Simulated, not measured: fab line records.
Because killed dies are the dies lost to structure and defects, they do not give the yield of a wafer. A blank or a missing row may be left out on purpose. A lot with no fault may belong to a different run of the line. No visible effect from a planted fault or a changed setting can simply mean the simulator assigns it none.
Matching of chambers	flow nand-harc	NHARC_A_CONTACT_DEP_85 on pecvd-03 has 3 sister chambers
The step deposits SiON, target thk 60 nm. 16 wafers are shown with their chamber, then 8 later ones without.

## EACH WAFER AND ITS CHAMBER
wafer	chamber	heater-power-w (W)
L081.1	2	878
L081.2	0	603
L081.3	1	797
L083.1	0	552
L083.4	1	728
L083.6	1	716
L086.2	0	602
L086.3	1	821
L086.5	0	602
L086.1	2	808
L086.4	2	790
L086.6	1	819
L090.1	1	825
L090.3	0	595
L090.6	1	808
L091.1	1	713

SIGNATURES (means of the wafers above)
reading	chamber 0	chamber 1	chamber 2	scatter within a chamber
heater-power-w	590.80	778.38	825.33	42.8
Rule: a wafer lies at a distance from a chamber equal to the root of the sum of squares, over the readings, of (its reading less the chamber's mean, divided by the reading's scatter). If the next closest chamber is less than 2 further off than the closest, the wafer can't be placed; otherwise it belongs to the closest. The scatter is the square root of a quotient: the sum, over the shown wafers, of each reading's squared deviation from its chamber's mean, divided by wafers minus chambers.

## WAFERS MISSING THEIR CHAMBER
wafer	heater-power-w (W)
L091.3	866
L091.4	727
L088.2	620
L088.3	797
L088.5	845
L097.1	778
L097.4	781
L097.5	720

## CHAMBER TAKEN BY EACH
wafer	from the rows above	in truth
L091.3	can't be placed: 2 or 1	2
L091.4	can't be placed: 1 or 2 or 0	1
L088.2	0	0
L088.3	can't be placed: 1 or 2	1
L088.5	can't be placed: 2 or 1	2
L097.1	can't be placed: 1 or 2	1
L097.4	can't be placed: 1 or 2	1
L097.5	can't be placed: 1 or 2 or 0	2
Correct placement for 1 of the 8. Not placeable from these rows: 7 (in 7, the candidates include the true chamber). Number placed wrongly: 0.
